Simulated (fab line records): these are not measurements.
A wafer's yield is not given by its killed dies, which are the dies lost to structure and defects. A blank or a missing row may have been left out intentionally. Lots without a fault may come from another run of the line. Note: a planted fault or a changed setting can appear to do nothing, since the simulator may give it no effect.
fab line records	flow n5Finfet
[record] lots = 7	wafers = 21	lastDay = 18
route steps=1938 shown BEOL_M11@1541 PASSIVATION@1936
lots with no fault: from the same line, run without faults
startH: hours from the record's opening day to when the first of the lot's shown wafers began	waitH: time in hours since the lot's previous step	" as in the row above	L1.1+2: several wafers, shown together as one row	- value missing, or start not given	* or withheld: withheld	< > ~ a bound
route shown NAME@n: a module of which the file shows steps, and the number in the route of the first	usual: mean/standard deviation of fault-free wafers	same: alike in all rows	chamber/n: place in a boat	sites: readings site by site	_std_site: standard deviation of those values	_edge_site: mean of outer sites minus mean of inner sites	radiusMm: how far each site lies from the wafer's centre	mask NAME#n: copy n	behind: tool/chamber where the wafer was last shaped	hold: reason for holding the lot/hours on hold/outcome of the hold	device: transistor that didn't switch, given as n, p or np	end of line: the tests these same wafers got at the end of their route	where a step has no rows: the recipe by itself	killed: dies lost to structure and defects at the first sort, not the wafer's yield	map: dies across one wafer; x = killed, . = not, _ = none there
set.NAME: the setting that was run; set.NAME@STEP: the one run at that earlier step	model.NAME: the simulator's own value behind a step, which no gauge read
lots at selected steps of the route; one table per step, one row per wafer
services: from which hour (startH, from the record's first day; less than 0 if before it) a tool's chamber was out of use, for how many hours, and why
[[steps]]
[step N5_BEOL_M11_COAT_59]
[recipe] resist = SOC	tempC = 250	timeS = 60	spinRpm = 1500	resistThkNm = 100
[step N5_BEOL_M11_COAT_60]
[recipe] resist = SiARC	tempC = 220	timeS = 60	spinRpm = 1500	resistThkNm = 30
[step N5_BEOL_M11_COAT_05]
[recipe] resist = CAR-ArF	spinRpm = 1500	resistThkNm = 90
[step N5_BEOL_M11_EBR_07]
[recipe] solvent = PGMEA	ebrWidthMm = 1.5
[step N5_BEOL_M11_SOFTBAKE_06]
[recipe] tempC = 110	timeS = 60	resist = CAR-ArF
[step N5_BEOL_M11_EXPOSE_08]
[recipe] maskId = M11	na = 1.35	sourceShape = dipole	sigmaInner = 0.411	sigmaOuter = 0.611	polarization = te	doseMj = 53.75
[step N5_BEOL_M11_PEB_09]
[recipe] pebTempC = withheld	pebTimeS = 60	resist = CAR-ArF
[step N5_BEOL_M11_DEVELOP_10]
[recipe] developTimeS = 30	developer = TMAH	resist = CAR-ArF	rinseLiquid = diw	dry = airSpin	devTempC = 23
[step N5_BEOL_M11_CD_MEAS_11]
[recipe] targetCdNm = 64.1	landingEnergyEv = 500	detector = seInlens	polarity = opening
[usual] cdNm = 64.0/0.53
lot.wafer	tool	chamber	startH	waitH	cdNm
L307.2	cdSem-01	0	223.40	-	64.4
L307.3	"	0	"	"	63.9
L307.5	"	0	"	"	64.4
L310.3	cdSem-01	0	237.23	-	65.0
L310.5	"	0	"	"	64.6
L310.6	"	0	"	"	63.8
L322.2	cdSem-01	0	314.28	-	63.6
L322.3	"	0	"	"	64.1
L322.5	"	0	"	"	64.7
L323.2	cdSem-02	0	319.62	-	64.4
L323.3	"	0	"	"	64.0
L323.4	"	0	"	"	64.1
L324.3	cdSem-03	0	335.10	-	63.8
L324.5	"	0	"	"	62.9
L324.6	"	0	"	"	62.8
L325.1	cdSem-03	0	338.41	-	64.1
L325.3	"	0	"	"	63.2
L325.6	"	0	"	"	63.7
L330.2	cdSem-03	0	387.93	-	63.3
L330.4	"	0	"	"	63.6
L330.5	"	0	"	"	64.3
[step N5_BEOL_M11_OVL_MEAS_12]
[recipe] pointsPerWafer = 44
[usual] M11_OVL = -0.5/0.78
lot.wafer	tool	chamber	startH	waitH	M11_OVL[nm]
L307.2	overlay-01	0	223.43	0.0	-0.4
L307.3	"	0	"	"	-1.1
L307.5	"	0	"	"	-2.0
L310.3	overlay-02	0	237.26	0.0	-0.9
L310.5	"	0	"	"	-1.0
L310.6	"	0	"	"	-1.0
L322.2	overlay-01	0	314.31	0.0	-1.8
L322.3	"	0	"	"	0.1
L322.5	"	0	"	"	0.1
L323.2	overlay-01	0	319.65	0.0	0.1
L323.3	"	0	"	"	-1.2
L323.4	"	0	"	"	-0.4
L324.3	overlay-01	0	335.15	0.0	0.4
L324.5	"	0	"	"	-0.7
L324.6	"	0	"	"	0.2
L325.1	overlay-01	0	338.44	0.0	-0.9
L325.3	"	0	"	"	-1.5
L325.6	"	0	"	"	-1.5
L330.2	overlay-01	0	387.96	0.0	1.8
L330.4	"	0	"	"	-0.3
L330.5	"	0	"	"	0.5
[step N5_BEOL_M11_INSPECT_13]
[recipe] mode = adi	inspectInstrument = brightfield
[usual] rawDefectCount = 438/120
lot.wafer	tool	chamber	startH	waitH	rawDefectCount
L307.2	defectInspect-01	-	223.45	0.0	494
L307.3	"	-	"	"	457
L307.5	"	-	"	"	509
L310.3	defectInspect-01	-	237.28	0.0	446
L310.5	"	-	"	"	379
L310.6	"	-	"	"	600
L322.2	defectInspect-02	-	314.33	0.0	521
L322.3	"	-	"	"	586
L322.5	"	-	"	"	447
L323.2	defectInspect-01	-	319.67	0.0	402
L323.3	"	-	"	"	424
L323.4	"	-	"	"	463
L324.3	defectInspect-02	-	335.17	0.0	391
L324.5	"	-	"	"	245
L324.6	"	-	"	"	265
L325.1	defectInspect-02	-	338.46	0.0	386
L325.3	"	-	"	"	383
L325.6	"	-	"	"	342
L330.2	defectInspect-02	-	387.99	0.0	429
L330.4	"	-	"	"	341
L330.5	"	-	"	"	362
[step N5_BEOL_M11_DESCUM_16]
[recipe] chemistry = O2	timeS = 7.9	sourcePowerW = 50	biasPowerW = 20	pressureMtorr = 20	rfFrequencyHz = 2.712e+07	tempC = 40	resist = CAR-ArF	o2FlowSccm = 225
[usual] drypumpMotorCurrentA = 5.5/0.39	oesProductAu = 0.79/0.075	rfFwdPowerW = 49.51/0.2	rfVppV = 243.4/1.4	showerheadPlenumPTorr = 2.11/0.066	throttleValvePct = 20.56/0.15
lot.wafer	tool	chamber	startH	waitH	drypumpMotorCurrentA	oesProductAu	rfFwdPowerW	rfHoursCounterH	rfVppV	showerheadPlenumPTorr	throttleValvePct
L307.2	rieDiel-04	0	223.90	0.5	5.4	0.71	49.75	205	244.9	2.19	20.41
L307.3	"	2	"	"	4.9	0.89	49.58	21	243.4	2.13	20.50
L307.5	"	3	"	"	5.3	0.67	49.51	-	242.4	2.05	20.67
L310.3	rieDiel-05	2	237.32	0.0	5.7	0.73	49.43	174	243.0	2.00	20.75
L310.5	"	3	"	"	5.4	0.73	49.49	-	241.8	1.99	20.39
L310.6	"	0	"	"	4.9	0.94	49.56	-	243.9	2.15	20.73
L322.2	rieDiel-04	0	314.58	0.2	5.4	0.70	49.45	232	244.5	2.18	20.46
L322.3	"	2	"	"	5.0	0.85	49.60	48	243.8	2.12	20.54
L322.5	"	3	"	"	5.4	0.92	49.33	-	242.1	2.04	20.38
L323.2	rieDiel-02	1	320.04	0.4	6.0	0.84	49.16	84	243.7	2.10	20.69
L323.3	"	0	"	"	5.5	0.75	49.62	145	244.8	2.10	20.63
L323.4	"	2	"	"	5.7	0.73	49.54	196	243.2	2.17	20.53
L324.3	rieDiel-04	0	335.71	0.5	5.4	0.69	49.54	239	245.4	2.18	20.45
L324.5	"	1	"	"	5.0	0.72	49.63	-	244.3	2.17	20.62
L324.6	"	0	"	"	5.4	0.69	49.51	-	245.0	2.18	20.46
L325.1	rieDiel-04	0	338.50	0.0	5.4	0.69	49.31	240	243.5	2.18	20.47
L325.3	"	1	"	"	5.0	0.72	49.78	187	243.9	2.17	20.65
L325.6	"	0	"	"	5.5	0.69	49.48	-	243.6	2.18	20.45
L330.2	rieDiel-05	3	388.02	0.0	5.4	0.69	49.99	233	240.7	1.98	20.45
L330.4	"	0	"	"	4.9	0.86	49.65	51	244.2	2.13	20.78
L330.5	"	0	"	"	5.0	0.86	49.50	-	243.2	2.13	20.79
[step N5_BEOL_M11_ETCH_61]
[recipe] chemistry = CF4	target = SiARC	targetDepthA = 390	maskMaterial = CAR-ArF	timeS = 65	ionEnergyEv = 80	pressureMtorr = 40	sourceW = 545	biasW = 36	Ar_flow_sccm = 100	cf4FlowSccm = 100	ends = cleared
[usual] drypumpMotorCurrentA = 5.6/0.39	etchRfOnTimeS = 64.9/1.4	oesProductAu = 0.67/0.065	rfFwdPowerW = 540.0/1.9	rfVppV = 184.3/1.1	showerheadPlenumPTorr = 2.16/0.067	throttleValvePct = 15.75/0.11
lot.wafer	tool	chamber	startH	waitH	drypumpMotorCurrentA	etchRfOnTimeS	oesProductAu	rfFwdPowerW	rfHoursCounterH	rfVppV	showerheadPlenumPTorr	throttleValvePct
L307.2	rieDiel-04	0	223.94	0.0	5.4	64.9	0.62	537.9	205	185.8	2.22	15.57
L307.3	"	2	"	"	5.0	64.3	0.77	539.8	21	184.8	2.19	15.67
L307.5	"	3	"	"	5.3	65.7	0.57	539.9	-	183.3	2.10	15.98
L310.3	rieDiel-05	2	237.35	0.0	5.6	64.4	0.63	539.9	174	182.6	2.03	15.80
L310.5	"	3	"	"	5.4	65.6	0.63	539.2	-	181.5	2.06	15.75
L310.6	"	0	"	"	5.0	64.0	0.81	543.4	-	185.7	2.19	15.69
L322.2	rieDiel-04	0	314.61	0.0	5.5	105.1	0.51	-	232	184.5	2.21	15.62
L322.3	"	2	"	"	5.0	103.8	0.61	-	48	184.8	2.18	15.73
L322.5	"	3	"	"	5.4	65.0	0.79	540.6	-	183.7	2.10	15.53
L323.2	rieDiel-02	1	320.07	0.0	6.0	63.6	0.71	538.0	84	184.2	2.16	15.89
L323.3	"	0	"	"	5.6	65.6	0.64	542.0	145	183.4	2.16	15.82
L323.4	"	2	"	"	5.7	64.7	0.62	538.8	196	185.1	2.21	15.71
L324.3	rieDiel-04	0	335.75	0.0	5.5	105.2	0.51	-	239	185.4	2.21	15.62
L324.5	"	1	"	"	5.0	69.5	0.60	540.2	-	184.9	2.22	15.81
L324.6	"	0	"	"	5.5	105.8	0.51	-	-	184.2	2.21	15.65
L325.1	rieDiel-04	0	338.53	0.0	5.5	64.6	0.60	543.5	240	183.6	2.21	15.64
L325.3	"	1	"	"	5.0	112.5	0.52	-	187	184.5	2.22	15.78
L325.6	"	0	"	"	5.4	105.2	0.50	-	-	184.2	2.21	15.64
L330.2	rieDiel-05	3	388.06	0.0	5.3	65.9	0.59	538.0	233	183.4	2.05	15.84
L330.4	"	0	"	"	5.0	65.1	0.72	541.6	51	186.0	2.17	15.78
L330.5	"	0	"	"	5.0	64.8	0.74	540.4	-	185.0	2.17	15.79
[step N5_BEOL_M11_ETCH_62]
[recipe] chemistry = N2/H2	target = SOC	targetDepthA = 1100	overetchA = 220	maskMaterial = SiARC	tempC = 40	timeS = 165	ionEnergyEv = 200	pressureMtorr = 30	sourceW = 840	biasW = 150	n2FlowSccm = 200	h2FlowSccm = 200
[usual] drypumpMotorCurrentA = 5.6/0.39	h2FlowSccm = 200.0/0.63	oesProductAu = 0.67/0.06	rfFwdPowerW = 838.1/2.5	rfVppV = 524.4/2.3	showerheadPlenumPTorr = 2.57/0.084	throttleValvePct = 18.00/0.19
lot.wafer	tool	chamber	startH	waitH	drypumpMotorCurrentA	h2FlowSccm	oesProductAu	rfFwdPowerW	rfHoursCounterH	rfVppV	showerheadPlenumPTorr	throttleValvePct
L307.2	rieDiel-04	0	223.99	0.0	5.5	199.7	0.61	838.5	205	525.7	2.63	17.70
L307.3	"	2	"	"	5.0	199.4	0.76	834.4	21	523.4	2.59	17.81
L307.5	"	3	"	"	5.3	201.0	0.57	834.0	-	522.6	2.52	18.26
L310.3	rieDiel-05	2	237.40	0.0	5.7	199.5	0.63	835.6	174	520.9	2.42	18.04
L310.5	"	3	"	"	5.3	200.0	0.62	835.6	-	520.3	2.41	17.75
L310.6	"	0	"	"	5.0	200.5	0.79	840.4	-	524.7	2.62	18.28
L322.2	rieDiel-04	0	314.66	0.0	5.5	198.7	0.60	835.8	232	525.3	2.62	17.73
L322.3	"	2	"	"	5.0	200.5	0.72	836.3	49	525.4	2.58	17.87
L322.5	"	3	"	"	5.3	200.5	0.77	838.2	-	521.0	2.51	17.90
L323.2	rieDiel-02	1	320.12	0.0	6.0	199.3	0.70	838.1	85	526.4	2.57	18.20
L323.3	"	0	"	"	5.6	199.3	0.63	842.7	145	522.7	2.56	18.09
L323.4	"	2	"	"	5.8	199.8	0.61	838.2	196	527.2	2.64	17.93
L324.3	rieDiel-04	0	335.80	0.0	5.4	200.8	0.60	837.2	239	525.7	2.62	17.75
L324.5	"	1	"	"	5.0	199.0	0.62	838.3	-	527.2	2.62	17.91
L324.6	"	0	"	"	5.5	200.0	0.60	839.5	-	524.9	2.62	17.76
L325.1	rieDiel-04	0	338.58	0.0	5.5	200.4	0.60	838.8	240	526.3	2.62	17.76
L325.3	"	1	"	"	5.0	200.4	0.62	841.3	187	527.2	2.62	17.92
L325.6	"	0	"	"	5.5	200.8	0.60	837.1	-	525.4	2.62	17.76
L330.2	rieDiel-05	3	388.11	0.0	5.3	200.4	0.59	840.4	233	519.2	2.39	17.80
L330.4	"	0	"	"	5.0	199.1	0.72	836.1	51	524.2	2.61	18.34
L330.5	"	0	"	"	5.0	200.3	0.73	838.5	-	525.6	2.61	18.36
[step N5_PASSIVATION_PROBE_49]
[usual] defectLimitedYield = 91.0/1.3	killed_at_M0_to_M3 = 33/10	killed_at_M4_up = 14/5.6	killedAtContacts = 12/5.8	killedAtFrontEnd = 43/11	killedAtOther = 4.1/2.8	killedDies = 106/15	killedOnRim = 14/3.9	killedOpen = 70/12	killedShort = 34/7.5	sort_bin_4_leakage = 0.00/0.0099	sort_bin_5_function = 5.3/0.88	sort_bin_6_memory = 3.3/0.64	sortNPass = 1074/15	sortYieldPct = 91.0/1.3
[same] grossDies = 1180	killedAtBackSide = 0	sort_bin_8_speed[%] = 0
lot.wafer	tool	chamber	startH	waitH	defectLimitedYield[%]	killed_at_M0_to_M3	killed_at_M4_up	killedAtContacts	killedAtFrontEnd	killedAtOther	killedDies	killedOnRim	killedOpen	killedShort	sort_bin_4_leakage[%]	sort_bin_5_function[%]	sort_bin_6_memory[%]	sortNPass	sortYieldPct[%]
L307.2	prober-01	-	272.22	0.1	93.1	24	17	7	28	6	82	8	58	24	0	4.1	2.5	1098	93.1
L307.3	prober-01	-	272.27	0.1	93.8	12	15	20	23	3	73	9	44	26	0	3.6	2.3	1107	93.8
L307.5	prober-01	-	272.37	0.2	90.9	20	19	20	38	10	107	17	73	34	0	5.4	3.6	1073	90.9
L310.3	prober-01	-	292.30	0.1	91.8	38	10	9	39	1	97	19	66	29	0	4.6	3.0	1083	91.8
L310.5	prober-01	-	292.40	0.2	91.4	23	12	8	55	4	102	18	69	31	0	5.5	3.0	1078	91.4
L310.6	prober-01	-	292.45	0.3	91.8	26	16	17	33	5	97	10	59	35	0	4.9	3.1	1083	91.8
L322.2	prober-01	-	356.75	0.1	91.4	27	26	11	37	1	102	13	69	29	0	5.3	3.1	1078	91.4
L322.3	prober-01	-	356.80	0.1	90.2	48	24	4	40	0	116	16	88	25	0	5.4	4.2	1064	90.2
L322.5	prober-01	-	356.90	0.2	89.3	41	15	14	54	2	126	16	82	40	0	5.7	4.2	1054	89.3
L323.2	prober-01	-	368.00	0.1	91.7	36	5	25	26	6	98	14	63	35	0	5.3	2.5	1082	91.7
L323.3	prober-01	-	368.05	0.1	91.1	44	6	18	28	9	105	13	66	39	0	4.8	3.4	1075	91.1
L323.4	prober-01	-	368.10	0.2	89.7	47	14	9	46	5	121	15	67	52	0	6.0	3.7	1059	89.7
L324.3	prober-01	-	376.28	0.1	89.0	29	19	25	54	3	130	17	91	39	0.08	6.4	4.5	1049	88.9
L324.5	prober-01	-	376.38	0.2	90.6	30	21	7	46	7	111	6	77	34	0	5.7	3.5	1069	90.6
L324.6	prober-01	-	376.43	0.3	90.3	32	32	16	31	4	115	14	85	28	0	5.1	4.2	1065	90.3
L325.1	prober-01	-	381.00	0.0	89.2	40	12	23	49	4	128	21	79	47	0	6.1	4.4	1052	89.2
L325.3	prober-01	-	381.10	0.1	92.1	29	13	4	43	4	93	10	55	38	0	4.3	3.2	1087	92.1
L325.6	prober-01	-	381.25	0.3	88.9	67	6	18	38	2	131	16	95	36	0	7.7	3.3	1049	88.9
L330.2	prober-01	-	426.54	0.1	89.4	26	29	10	57	3	125	12	87	37	0	6.6	3.8	1055	89.4
L330.4	prober-01	-	426.64	0.2	89.4	29	13	22	56	5	125	22	75	44	0	6.8	3.0	1055	89.4
L330.5	prober-01	-	426.69	0.2	91.1	32	14	12	44	3	105	18	73	26	0	5.3	3.2	1075	91.1
// killed by level:class
L307.2 BEOL_M4:geometricParticle:open=11 BEOL_M0_SAQP:geometricParticle:short=7 FIN_SAQP:geometricParticle:open=6 MOL_CONTACT_COAG:geometricParticle:open=6 BEOL_M3:geometricParticle:open=5 GATE_CUT:geometricParticle:short=4 BEOL_M5:geometricParticle:open=4 PASS1_CAP:geometricParticle:open=4
L307.3 MOL_CONTACT_COAG:geometricParticle:open=17 BEOL_M4:geometricParticle:open=6 GATE_CUT:geometricParticle:short=5 FIN_SAQP:geometricParticle:short=3 STI_FIN_REVEAL:geometricParticle:open=3 MOL_CONTACT_COAG:geometricParticle:short=3 BEOL_M0_SAQP:geometricParticle:open=3 STARTING-WAFER:geometricParticle:open=3
L307.5 MOL_CONTACT_COAG:geometricParticle:open=15 FIN_SAQP:geometricParticle:open=12 BEOL_M3:geometricParticle:open=8 BEOL_M4:geometricParticle:open=8 FIN_SAQP:geometricParticle:short=6 STARTING-WAFER:geometricParticle:open=6 MOL_CONTACT_COAG:geometricParticle:short=5 BEOL_M0_SAQP:geometricParticle:open=4
L310.3 STI_FIN_REVEAL:geometricParticle:open=10 BEOL_M3:geometricParticle:open=10 BEOL_M2:geometricParticle:open=9 GATE_CUT:geometricParticle:short=6 MOL_CONTACT_COAG:geometricParticle:open=6 BEOL_M0_SAQP:geometricParticle:open=6 DUMMY_GATE:geometricParticle:open=5 FIN_SAQP:geometricParticle:open=4
L310.5 FIN_SAQP:geometricParticle:open=19 STI_FIN_REVEAL:geometricParticle:open=10 FIN_SAQP:geometricParticle:short=8 MOL_CONTACT_COAG:geometricParticle:open=7 BEOL_M2:geometricParticle:open=5 BEOL_M4:geometricParticle:open=5 BEOL_M3:geometricParticle:open=4 STARTING-WAFER:geometricParticle:open=3
L310.6 MOL_CONTACT_COAG:geometricParticle:open=14 FIN_SAQP:geometricParticle:short=11 DUMMY_GATE:geometricParticle:open=10 BEOL_M4:geometricParticle:open=7 BEOL_M0_SAQP:geometricParticle:short=5 BEOL_M2:geometricParticle:open=5 BEOL_M8:geometricParticle:open=4 BEOL_M0_SAQP:geometricParticle:open=4
L322.2 STI_FIN_REVEAL:geometricParticle:open=9 BEOL_M4:geometricParticle:open=9 MOL_CONTACT_COAG:geometricParticle:open=8 FIN_SAQP:geometricParticle:open=7 BEOL_M2:geometricParticle:open=7 FIN_SAQP:geometricParticle:short=6 BEOL_M1:geometricParticle:open=5 BEOL_M3:geometricParticle:open=4
L322.3 BEOL_M2:geometricParticle:open=15 BEOL_M4:geometricParticle:open=13 BEOL_M0_SAQP:geometricParticle:open=11 FIN_SAQP:geometricParticle:short=9 STI_FIN_REVEAL:geometricParticle:open=9 FIN_SAQP:geometricParticle:open=7 BEOL_M1:geometricParticle:open=7 BEOL_M0_SAQP:geometricParticle:short=6
L322.5 FIN_SAQP:geometricParticle:open=14 FIN_SAQP:geometricParticle:short=14 STI_FIN_REVEAL:geometricParticle:open=11 MOL_CONTACT_COAG:geometricParticle:open=10 BEOL_M3:geometricParticle:open=8 BEOL_M1:geometricParticle:open=6 BEOL_M0_SAQP:geometricParticle:short=6 BEOL_M0_SAQP:geometricParticle:open=6
L323.2 MOL_CONTACT_COAG:geometricParticle:open=18 FIN_SAQP:geometricParticle:open=8 MOL_CONTACT_COAG:geometricParticle:short=7 BEOL_M1:geometricParticle:open=7 BEOL_M2:geometricParticle:open=7 BEOL_M0_SAQP:geometricParticle:short=6 FIN_SAQP:geometricParticle:short=4 GATE_CUT:geometricParticle:short=4
L323.3 BEOL_M1:geometricParticle:open=14 MOL_CONTACT_COAG:geometricParticle:open=11 BEOL_M3:geometricParticle:open=11 FIN_SAQP:geometricParticle:open=10 FIN_SAQP:geometricParticle:short=8 MOL_CONTACT_COAG:geometricParticle:short=7 BEOL_M0_SAQP:geometricParticle:short=5 BEOL_M2:geometricParticle:short=5
L323.4 BEOL_M0_SAQP:geometricParticle:short=18 STI_FIN_REVEAL:geometricParticle:open=17 BEOL_M0_SAQP:geometricParticle:open=14 MOL_CONTACT_COAG:geometricParticle:open=6 STARTING-WAFER:geometricParticle:short=6 FIN_SAQP:geometricParticle:short=5 STI_FIN_REVEAL:geometricParticle:short=5 BEOL_M4:geometricParticle:open=5
L324.3 BEOL_M0_SAQP:geometricParticle:open=19 MOL_CONTACT_COAG:geometricParticle:open=18 BEOL_M4:geometricParticle:open=13 FIN_SAQP:geometricParticle:open=10 FIN_SAQP:geometricParticle:short=8 STI_FIN_REVEAL:geometricParticle:open=8 BEOL_M0_SAQP:geometricParticle:short=8 DUMMY_GATE:geometricParticle:open=8
L324.5 FIN_SAQP:geometricParticle:open=13 BEOL_M4:geometricParticle:open=12 MOL_CONTACT_COAG:geometricParticle:open=7 BEOL_M0_SAQP:geometricParticle:open=7 FIN_SAQP:geometricParticle:short=6 BEOL_M2:geometricParticle:open=6 STI_FIN_REVEAL:geometricParticle:open=5 DUMMY_GATE:geometricParticle:open=5
L324.6 BEOL_M4:geometricParticle:open=23 MOL_CONTACT_COAG:geometricParticle:open=14 BEOL_M0_SAQP:geometricParticle:open=13 BEOL_M0_SAQP:geometricParticle:short=7 FIN_SAQP:geometricParticle:short=5 STI_FIN_REVEAL:geometricParticle:open=5 DUMMY_GATE:geometricParticle:open=5 STARTING-WAFER:geometricParticle:open=5
L325.1 FIN_SAQP:geometricParticle:short=15 MOL_CONTACT_COAG:geometricParticle:open=15 FIN_SAQP:geometricParticle:open=8 MOL_CONTACT_COAG:geometricParticle:short=8 BEOL_M2:geometricParticle:open=8 BEOL_M3:geometricParticle:open=8 DUMMY_GATE:geometricParticle:open=6 BEOL_M0_SAQP:geometricParticle:short=6
L325.3 FIN_SAQP:geometricParticle:short=16 FIN_SAQP:geometricParticle:open=13 BEOL_M3:geometricParticle:open=11 STI_FIN_REVEAL:geometricParticle:open=6 BEOL_M0_SAQP:geometricParticle:open=4 BEOL_M11:geometricParticle:open=3 BEOL_M2:geometricParticle:open=3 BEOL_M4:geometricParticle:open=3
L325.6 BEOL_M3:geometricParticle:open=21 MOL_CONTACT_COAG:geometricParticle:open=15 FIN_SAQP:geometricParticle:short=11 BEOL_M2:geometricParticle:open=11 BEOL_M0:geometricParticle:open=10 BEOL_M1:geometricParticle:open=9 FIN_SAQP:geometricParticle:open=8 BEOL_M0_SAQP:geometricParticle:open=6
L330.2 FIN_SAQP:geometricParticle:open=20 BEOL_M4:geometricParticle:open=12 STI_FIN_REVEAL:geometricParticle:open=11 FIN_SAQP:geometricParticle:short=10 BEOL_M3:geometricParticle:open=9 MOL_CONTACT_COAG:geometricParticle:open=6 DUMMY_GATE:geometricParticle:open=5 BEOL_M1:geometricParticle:open=5
L330.4 FIN_SAQP:geometricParticle:open=17 MOL_CONTACT_COAG:geometricParticle:open=17 FIN_SAQP:geometricParticle:short=12 STI_FIN_REVEAL:geometricParticle:open=8 BEOL_M0_SAQP:geometricParticle:short=6 BEOL_M3:geometricParticle:open=6 BEOL_M4:geometricParticle:open=6 MOL_CONTACT_COAG:geometricParticle:short=5
L330.5 STI_FIN_REVEAL:geometricParticle:open=21 MOL_CONTACT_COAG:geometricParticle:open=10 BEOL_M0_SAQP:geometricParticle:open=9 BEOL_M0_SAQP:geometricParticle:short=8 BEOL_M4:geometricParticle:open=8 FIN_SAQP:geometricParticle:open=7 BEOL_M1:geometricParticle:open=6 HKMG_FIN:areaEtch=4
[[services]]
tool	chamber	startH	hours	kind
rieDiel-05	1	213.02	4.7	repair
rieDiel-04	1	214.95	6.7	repair
rieDiel-04	1	222.61	13.5	repair
rieDiel-05	1	230.47	5.5	repair
rieDiel-02	1	230.65	2.4	repair
rieDiel-04	3	248.14	-	clean
rieDiel-04	3	248.14	-	consumableReplace:focusRing
rieDiel-04	3	248.14	17.8	scheduledDown
rieDiel-04	3	248.14	17.8	ventCycle
rieDiel-05	3	263.47	13.5	repair
rieDiel-02	3	294.20	9.6	repair
rieDiel-04	3	330.35	22.4	repair
rieDiel-04	0	370.65	-	clean
rieDiel-04	0	370.65	-	consumableReplace:focusRing
rieDiel-04	0	370.65	17.5	scheduledDown
rieDiel-04	0	370.65	17.5	ventCycle
rieDiel-02	0	375.55	2.3	repair
[[key]]
[firstSign] step = N5_BEOL_M11_ETCH_61	reading = etchRfOnTimeS	direction = up	sigmas = 30	usual = *	struck = *
[effect] step = N5_BEOL_M11_ETCH_61	reading = oesProductAu	direction = down	sigmas = 2.3	usual = 0.67	struck = 0.53
metAt N5_BEOL_M11_ETCH_61
struckWafers L322.2,L322.3,L324.3,L324.6,L325.3,L325.6
onsetBetween 223.94 314.61
[fault] kind = processParameterDrift	tool = rieDiel-04	chamber = -	onsetH = 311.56	steps = N5_BEOL_M11_ETCH_61	channel = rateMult	offset = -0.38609	shape = step	endH = 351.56	scope = struckWafersOnly
